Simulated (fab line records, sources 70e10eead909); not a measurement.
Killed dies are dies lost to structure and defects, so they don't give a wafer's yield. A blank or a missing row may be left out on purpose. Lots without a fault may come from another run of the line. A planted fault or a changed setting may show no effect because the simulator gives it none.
fab line records | flow nand_harc
record lots=12 wafers=35 last_day=33
route steps=1302 shown A_CHANNEL_HOLE_D1@474 A_CHANNEL_FILL_D1@492 END@1302
lots that met no fault: from a run of the same line without faults
start_h: hours from the record's first day to the start of the lot's first wafer shown | wait_h: hours since the lot's step before | " the same as in the row above | L1.1+2: a row that stands for several wafers | - no value, or no start given | * or withheld: withheld | < > ~ a bound
route shown NAME@n: a module of which the file shows steps, and the number in the route of the first | usual: mean/standard deviation of fault-free wafers | same: alike in all rows | chamber/n: place in a boat | sites: the reading at each site | _std_site: their standard deviation | _edge_site: outer sites' mean less inner sites' | radius_mm: how far each site lies from the wafer's centre | mask NAME#n: copy n | behind: the tool/chamber that last shaped the wafer | hold: why the lot was held/for how many hours/how that ended | device: the transistor (n, p or np) that didn't switch | end of line: the same wafers' tests at the end of the route | a step without rows: its recipe alone | killed: dies lost to structure and defects at the first sort, not the wafer's yield | map: a wafer's dies, x killed, . not, _ none there
set.NAME: the setting as run; set.NAME@STEP: as run at that earlier step | model.NAME: the simulator's own value behind a step, which no gauge read
steps of the route over a sample of lots; a table a step, a row a wafer
services: from which hour (start_h, from the record's first day; less than 0 if before it) a tool's chamber was out of use, for how many hours, and why
## steps
# step NHARC_A_CHANNEL_HOLE_D1_ETCH_22
# recipe bias_v=3000 source_w=withheld pressure_mtorr=20 time_s=666.7 ar_flow_sccm=375 c4f8_flow_sccm=89.3 o2_flow_sccm=35.7 temp_c=-20 target_depth_a=16000 chemistry=C4F8/O2/Ar
# usual drypump_motor_current_A=5.73/0.14 showerhead_plenum_p_Torr=3.712/0.027 throttle_valve_pct=32.156/0.0096
# columns lot.wafer tool chamber start_h wait_h drypump_motor_current_A rf_hours_counter_h showerhead_plenum_p_Torr throttle_valve_pct
L216.1 har_etch-01 0 194.54 0.4 5.84 93 3.730 32.162
L216.2 " 1 " " 5.84 93 3.731 32.167
L216.3 " 0 " " 5.82 - 3.731 32.161
L217.1 har_etch-01 1 199.62 0.4 5.83 97 3.729 32.150
L217.4 " 1 " " 5.82 - 3.729 32.158
L217.5 " 0 " " 5.81 - 3.730 32.149
L223.4 har_etch-01 1 279.99 0.4 5.84 - 3.706 32.160
L223.3 " 0 " " 5.84 - 3.706 32.156
L226.1 har_etch-01 1 293.92 0.4 5.87 147 3.702 32.162
L226.6 " 1 " " 5.87 - 3.702 32.149
L226.5 " 0 " " 5.82 - 3.702 32.160
L228.1 har_etch-02 0 319.73 0.4 5.62 382 3.719 32.141
L228.4 " 1 " " 5.50 - 3.732 32.157
L228.6 " 0 " " 5.61 - 3.719 32.161
L230.1 har_etch-01 0 326.34 0.4 5.85 173 3.688 32.163
L230.4 " 1 " " 5.84 - 3.687 32.163
L230.6 " 1 " " 5.84 - 3.688 32.145
L232.1 har_etch-01 1 357.44 0.4 5.87 192 3.678 32.150
L232.4 " 0 " " 5.84 - 3.678 32.163
L232.6 " 0 " " 5.85 - 3.677 32.149
L233.4 har_etch-02 1 368.04 0.4 5.51 - 3.713 32.165
L233.6 " 0 " " 5.64 - 3.708 32.167
L233.5 " 1 " " 5.50 - 3.713 32.154
L234.1 har_etch-01 0 368.04 0.4 5.84 200 3.673 32.164
L234.6 " 1 " " 5.83 - 3.674 32.177
L234.5 " 0 " " 5.85 - 3.674 32.164
L236.2 har_etch-02 1 408.09 0.4 5.53 8 3.704 32.172
L236.1 " 0 " " 5.62 8 3.700 32.151
L236.4 " 0 " " 5.64 - 3.700 32.165
L237.2 har_etch-02 0 412.57 0.4 5.64 12 3.698 32.145
L237.4 " 1 " " 5.55 - 3.702 32.150
L237.6 " 0 " " 5.61 - 3.698 32.152
L238.2 har_etch-01 0 414.72 0.4 5.82 227 3.659 32.161
L238.6 " 1 " " 5.84 - 3.659 32.160
L238.5 " 0 " " 5.83 - 3.659 32.154
# step NHARC_A_CHANNEL_HOLE_D1_ETCH_25
# recipe bias_v=5000 source_w=withheld pressure_mtorr=20 time_s=1040.2 ar_flow_sccm=375 c4f8_flow_sccm=93.8 o2_flow_sccm=31.2 temp_c=-20 target_depth_a=15000 chemistry=C4F8/O2/Ar
# usual drypump_motor_current_A=5.73/0.13 showerhead_plenum_p_Torr=3.706/0.027 throttle_valve_pct=32.236/0.0087
# columns lot.wafer tool chamber start_h wait_h drypump_motor_current_A rf_hours_counter_h showerhead_plenum_p_Torr throttle_valve_pct
L216.1 har_etch-01 0 196.56 0.6 5.83 95 3.726 32.240
L216.2 " 1 " " 5.87 95 3.726 32.230
L216.3 " 0 " " 5.83 - 3.726 32.235
L217.1 har_etch-01 1 201.70 0.7 5.81 99 3.723 32.255
L217.4 " 1 " " 5.84 - 3.724 32.233
L217.5 " 0 " " 5.85 - 3.724 32.252
L223.4 har_etch-01 1 282.12 0.7 5.85 - 3.700 32.231
L223.3 " 0 " " 5.82 - 3.701 32.239
L226.1 har_etch-01 1 295.94 0.6 5.85 149 3.696 32.233
L226.6 " 1 " " 5.84 - 3.697 32.243
L226.5 " 0 " " 5.83 - 3.697 32.236
L228.1 har_etch-02 0 321.78 0.6 5.62 384 3.713 32.239
L228.4 " 1 " " 5.54 - 3.725 32.242
L228.6 " 0 " " 5.63 - 3.713 32.233
L230.1 har_etch-01 0 328.43 0.7 5.81 175 3.682 32.229
L230.4 " 1 " " 5.85 - 3.682 32.231
L230.6 " 1 " " 5.87 - 3.682 32.240
L232.1 har_etch-01 1 359.47 0.6 5.85 194 3.672 32.212
L232.4 " 0 " " 5.78 - 3.672 32.239
L232.6 " 0 " " 5.83 - 3.672 32.236
L234.1 har_etch-01 0 370.15 0.7 5.83 202 3.668 32.232
L234.6 " 1 " " 5.86 - 3.668 32.229
L234.5 " 0 " " 5.85 - 3.668 32.248
L233.4 har_etch-02 1 370.23 0.7 5.53 - 3.707 32.223
L233.6 " 0 " " 5.60 - 3.702 32.238
L233.5 " 1 " " 5.52 - 3.707 32.245
L236.2 har_etch-02 1 410.12 0.6 5.51 10 3.699 32.229
L236.1 " 0 " " 5.63 10 3.694 32.237
L236.4 " 0 " " 5.64 - 3.695 32.214
L237.2 har_etch-02 0 414.64 0.7 5.65 14 3.692 32.231
L237.4 " 1 " " 5.54 - 3.697 32.241
L237.6 " 0 " " 5.63 - 3.692 32.241
L238.2 har_etch-01 0 416.80 0.7 5.83 229 3.653 32.232
L238.6 " 1 " " 5.87 - 3.653 32.226
L238.5 " 0 " " 5.83 - 3.653 32.237
# step NHARC_A_CHANNEL_FILL_D1_ALD_02
# recipe target_thk_a=60 pulse_time_s=10 ald_cycles=60 temp_c=300 material=SiO2
# usual ald_cycles=60/0 heater_power_w=478/39 precursor_pulse_height_rel=0.999/0.018
# same pulse_time_s=10
# columns lot.wafer tool chamber start_h wait_h ald_cycles heater_power_w precursor_pulse_height_rel
L216.3 ald_hk-02 0 199.71 - 60 553 1.018
L216.2 " 1 " " 60 414 1.014
L216.1 " 2 " " 60 481 1.015
L217.1 ald_hk-04 1 204.57 - 60 414 1.002
L217.4 " 0 " " 60 494 0.972
L217.5 " 2 " " 60 472 0.999
L223.3 ald_hk-02 1 284.95 - 72 425 0.962
L223.4 " 3 " " 60 442 1.006
L226.1 ald_hk-02 2 299.10 - 60 504 0.971
L226.6 " 0 " " 60 547 1.019
L226.5 " 1 " " 72 428 0.989
L228.4 ald_hk-04 0 324.85 - 60 474 0.965
L228.1 " 1 " " 60 429 1.008
L228.6 " 0 " " 60 482 1.003
L230.1 ald_hk-01 3 331.62 - 60 488 1.014
L230.4 " 0 " " 60 526 0.969
L230.6 " 0 " " 60 530 1.019
L232.4 ald_hk-02 0 362.51 - 60 557 1.000
L232.1 " 2 " " 60 472 1.018
L232.6 " 0 " " 60 569 0.952
L233.4 ald_hk-04 3 373.06 - 60 513 1.009
L233.5 " 0 " " 60 471 1.023
L233.6 " 1 " " 60 423 0.965
L234.1 ald_hk-01 0 373.45 - 60 514 0.976
L234.6 " 3 " " 60 492 0.997
L234.5 " 0 " " 60 526 1.006
L236.2 ald_hk-04 1 413.33 0.1 60 417 1.006
L236.1 " 3 " " 60 499 0.959
L236.4 " 0 " " 60 488 0.951
L237.4 ald_hk-04 0 417.72 0.2 60 478 1.024
L237.2 " 2 " " 60 483 0.985
L237.6 " 0 " " 60 475 1.002
L238.2 ald_hk-04 2 419.67 - 60 487 1.013
L238.6 " 2 " " 60 481 1.013
L238.5 " 3 " " 60 517 0.998
# step NHARC_A_CHANNEL_FILL_D1_STRIP_28
# recipe time_s=20 o2_flow_sccm=500 ar_flow_sccm=0 bias_w=0 chemistry=O2
# usual drypump_motor_current_A=5.7/0.42 oes_product_au=1.002/0.0071 rf_vpp_V=57.7/0.97 showerhead_plenum_p_Torr=3.52/0.13 throttle_valve_pct=17.037/0.0094
# columns lot.wafer tool chamber start_h wait_h drypump_motor_current_A oes_product_au rf_hours_counter_h rf_vpp_V showerhead_plenum_p_Torr throttle_valve_pct
L216.2 rie_diel-12 1 223.94 0.1 6.1 1.005 6 56.6 3.58 17.064
L216.1 " 3 " " 5.3 1.005 6 58.9 3.73 17.046
L216.3 " 0 " " 5.3 1.007 6 59.4 3.66 17.031
L217.4 rie_diel-08 0 232.66 0.1 5.1 0.997 2 58.4 3.59 17.059
L217.1 " 1 " " 5.7 1.007 2 56.8 3.31 17.018
L217.5 " 0 " " 5.1 1.000 - 56.9 3.59 17.032
L223.3 rie_diel-12 3 309.20 0.1 5.3 1.012 1 58.3 3.73 17.033
L223.4 " 2 " " 5.4 1.012 1 56.6 3.63 17.040
L226.1 rie_diel-08 1 323.42 0.1 5.7 1.002 9 58.3 3.30 17.039
L226.5 " 2 " " 6.0 1.002 - 57.1 3.53 17.050
L226.6 " 3 " " 5.6 1.004 - 58.6 3.46 17.040
L228.4 rie_diel-12 1 349.20 0.1 6.1 0.998 3 58.9 3.58 17.037
L228.1 " 2 " " 5.4 1.010 3 57.8 3.63 17.036
L228.6 " 3 " " 5.3 1.009 - 58.6 3.73 17.037
L230.4 rie_diel-09 3 355.59 0.1 6.5 0.988 1 56.8 3.32 17.022
L230.1 " 0 " " 6.5 0.992 1 59.5 3.65 17.042
L230.6 " 0 " " 6.5 0.990 - 57.7 3.65 17.027
L232.1 rie_diel-08 1 386.84 0.1 5.7 1.002 0 57.7 3.30 17.046
L232.4 " 2 " " 6.0 1.000 0 56.5 3.53 17.033
L232.6 " 0 " " 5.1 1.010 - 59.2 3.58 17.047
L234.1 rie_diel-09 2 397.26 0.1 5.2 0.993 3 58.1 3.41 17.031
L234.6 " 0 " " 6.5 1.012 - 58.0 3.64 17.034
L234.5 " 1 " " 5.8 1.003 - 58.0 3.43 17.036
L233.4 rie_diel-08 3 397.26 0.1 5.6 1.001 0 58.4 3.46 17.036
L233.5 " 0 " " 5.1 1.001 - 58.0 3.58 17.039
L233.6 " 1 " " 5.7 1.004 - 56.7 3.30 17.038
L236.4 rie_diel-12 3 437.59 0.1 5.3 0.997 10 58.6 3.73 17.033
L236.1 " 0 " " 5.3 1.009 10 58.0 3.65 17.041
L236.2 " 1 " " 6.1 0.990 8 59.5 3.57 17.043
L238.2 rie_diel-12 0 441.80 0.1 5.3 1.005 10 57.3 3.65 17.035
L238.5 " 0 " " 5.2 1.005 - 57.7 3.65 17.041
L238.6 " 1 " " 6.1 0.987 - 56.8 3.57 17.035
L237.2 rie_diel-08 1 441.80 0.1 5.7 0.995 3 57.0 3.30 17.049
L237.4 " 2 " " 6.0 1.000 4 59.3 3.53 17.036
L237.6 " 0 " " 5.1 0.996 - 57.6 3.58 17.025
# step NHARC_END_SORT_01
# recipe temp_c=25
# usual killed_at_array=50/14 killed_at_other=0.9/1 killed_at_periphery=3.9/2.5 killed_dies=55/15 killed_open=3.5/1.9 killed_short=2.5/1.7
# same gross_dies=677
# columns lot.wafer tool chamber start_h wait_h killed_at_array killed_at_other killed_at_periphery killed_dies killed_open killed_short
L237.2 prober-02 0 798.78 2.8 58 0 1 59 1 1
L237.4 prober-02 0 800.36 3.4 69 0 2 71 1 1
L237.6 prober-02 0 801.95 4.0 48 0 3 51 1 3
# killed by level:class
L237.2 A_SLIT:chamber_film_flake=30 A_CHANNEL_HOLE_D2:chamber_film_flake=21 A_CONTACT:chamber_film_flake=4 A_CHANNEL_FILL_D2:geometric_particle:short=1 A_BLC:geometric_particle:open=1 P_ZERO_WELL:chamber_film_flake=1 A_BONDPAD:chamber_film_flake=1
L237.4 A_SLIT:chamber_film_flake=36 A_CHANNEL_HOLE_D2:chamber_film_flake=27 A_CONTACT:chamber_film_flake=4 P_CONTACT:geometric_particle:open=1 A_CHANNEL_FILL_D1:geometric_particle:short=1 P_ZERO_WELL:chamber_film_flake=1 A_CHANNEL_HOLE_D1:chamber_film_flake=1
L237.6 A_SLIT:chamber_film_flake=24 A_CHANNEL_HOLE_D2:chamber_film_flake=15 P_STI:chamber_film_flake=2 A_CONTACT:chamber_film_flake=2 A_DECK1_JOINT:geometric_particle:short=1 A_CHANNEL_FILL_D2:geometric_particle:open=1 A_CONTACT:geometric_particle:short=1 A_M0:geometric_particle:short=1
## services
# columns tool chamber start_h hours kind
ald_hk-02 - 173.72 10.0 pm
rie_diel-12 3 182.55 2.5 repair
rie_diel-08 0 183.57 11.3 repair
rie_diel-08 - 190.80 9.0 pm
rie_diel-12 1 195.26 6.4 repair
rie_diel-09 3 233.93 11.8 repair
rie_diel-09 0 236.61 15.8 repair
ald_hk-04 - 254.06 10.0 pm
rie_diel-12 - 268.46 9.0 pm
rie_diel-09 - 271.89 1.1 repair
har_etch-02 1 293.71 - consumable_replace:focus_ring
har_etch-02 1 293.71 17.0 scheduled_down
har_etch-02 1 293.71 17.0 vent_cycle
ald_hk-01 - 299.13 10.0 pm
rie_diel-09 - 320.10 9.0 pm
har_etch-02 0 329.40 - consumable_replace:focus_ring
har_etch-02 0 329.40 17.0 scheduled_down
har_etch-02 0 329.40 17.0 vent_cycle
rie_diel-12 3 366.14 3.0 repair
rie_diel-08 - 367.80 9.0 pm
rie_diel-09 0 376.89 4.5 repair
har_etch-02 - 378.07 17.0 pm
rie_diel-12 - 386.25 0.9 repair
rie_diel-09 - 415.04 44.1 repair
## key
first_sign step=NHARC_A_CHANNEL_FILL_D1_ALD_02 reading=ald_cycles direction=up sigmas=99+ usual=60 struck=72
effect none on later readings
met_at NHARC_A_CHANNEL_FILL_D1_ALD_02
struck_lots L223,L226
struck_wafers L223.3,L226.5
tester_left_out L223,L226
not_acting_at NHARC_A_CHANNEL_HOLE_D1_ETCH_22,NHARC_A_CHANNEL_HOLE_D1_ETCH_25,NHARC_A_CHANNEL_FILL_D1_STRIP_28
onset_between 199.71 284.95
fault kind=process_parameter_drift tool=ald_hk-02 chamber=- onset_h=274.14 steps=NHARC_A_CHANNEL_FILL_D1_ALD_02 channel=ald_cycles offset=12 shape=step end_h=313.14 scope=struck_wafers_only acts_in=these_recipes_only stated=60
# tester_left_out: of these lots the tester's yield and bins aren't shown, on N5 and GAA mostly nor the transistor test; their killed dies are dies lost to structure and defects alone, not to doping, threshold or leakage, so they don't give the yield
